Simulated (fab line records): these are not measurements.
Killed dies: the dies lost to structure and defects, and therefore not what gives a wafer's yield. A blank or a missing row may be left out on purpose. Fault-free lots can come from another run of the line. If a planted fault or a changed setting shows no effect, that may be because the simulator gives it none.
Which tool was responsible? | flow nandHarc | 18 wafers from 6 lots sampled at 3 of the route's 1302 steps

== WHAT EACH GAUGE READ, for each wafer ==
NHARC_P_STI_CD_MEAS_16.
lot  | measured     | on       | cdNm (nm)
L806 | day 3 06:26  | cdSem-02 | 201.1 202.3 203.1
L809 | day 4 12:44  | cdSem-03 | 197.6 201.2 197.1
L814 | day 6 16:05  | cdSem-02 | 200.4 202.5 199.4
L820 | day 9 03:29  | cdSem-01 | 199.7 197.5 196.3
L823 | day 10 07:53 | cdSem-02 | 201.1 201.9 205.2
L826 | day 11 17:38 | cdSem-03 | 195.8 195.7 195.5

== WHAT TOOL EACH LOT RAN ON (gives the tool, then ch and the chambers of the sampled wafers, and finally the start) ==
lot  | NHARC_P_ZERO_WELL_DESCUM_54      | NHARC_P_ZERO_WELL_RTA_42
L806 | rieDiel-04 ch 0,1,2, day 2 12:40 | rtpAnneal-02 ch 0, day 2 13:38
L809 | rieDiel-04 ch 0,1,2, day 3 17:57 | rtpAnneal-02 ch 0, day 3 19:08
L814 | rieDiel-04 ch 0,1,3, day 5 19:50 | rtpAnneal-01 ch 0, day 5 20:50
L820 | rieDiel-04 ch 0,1,3, day 8 07:54 | rtpAnneal-01 ch 0, day 8 09:05
L823 | rieDiel-02 ch 1,2, day 9 14:05   | rtpAnneal-01 ch 0, day 9 15:22
L826 | rieDiel-04 ch 2,3, day 10 21:40  | rtpAnneal-02 ch 0, day 10 22:45
- NHARC_P_ZERO_WELL_DESCUM_54: chemistry O2, time 3 s.
- NHARC_P_ZERO_WELL_RTA_42: time 300 s.

== THE ANSWER, worked out from the rows above alone ==
Rule: the lots themselves supply what counts as usual. The widest of any qualifying gaps counts: lots, ordered by their means at a reading, are off when they make up no more than a third of the lots, leave a main group of 4 or more, and stand apart from it by 3 or more times the standard deviation of that group's means. If all means in a main group match to the digits the tables above print for the reading, that group is not used. A lot without any number at a reading at which 4 lots or more have one is off too. All remaining lots with rows at the step are treated as sound.
Across all readings shown, no lot is off: no conclusion can be drawn from this.

== WHAT WAS PUT IN BY THE SIMULATOR ==
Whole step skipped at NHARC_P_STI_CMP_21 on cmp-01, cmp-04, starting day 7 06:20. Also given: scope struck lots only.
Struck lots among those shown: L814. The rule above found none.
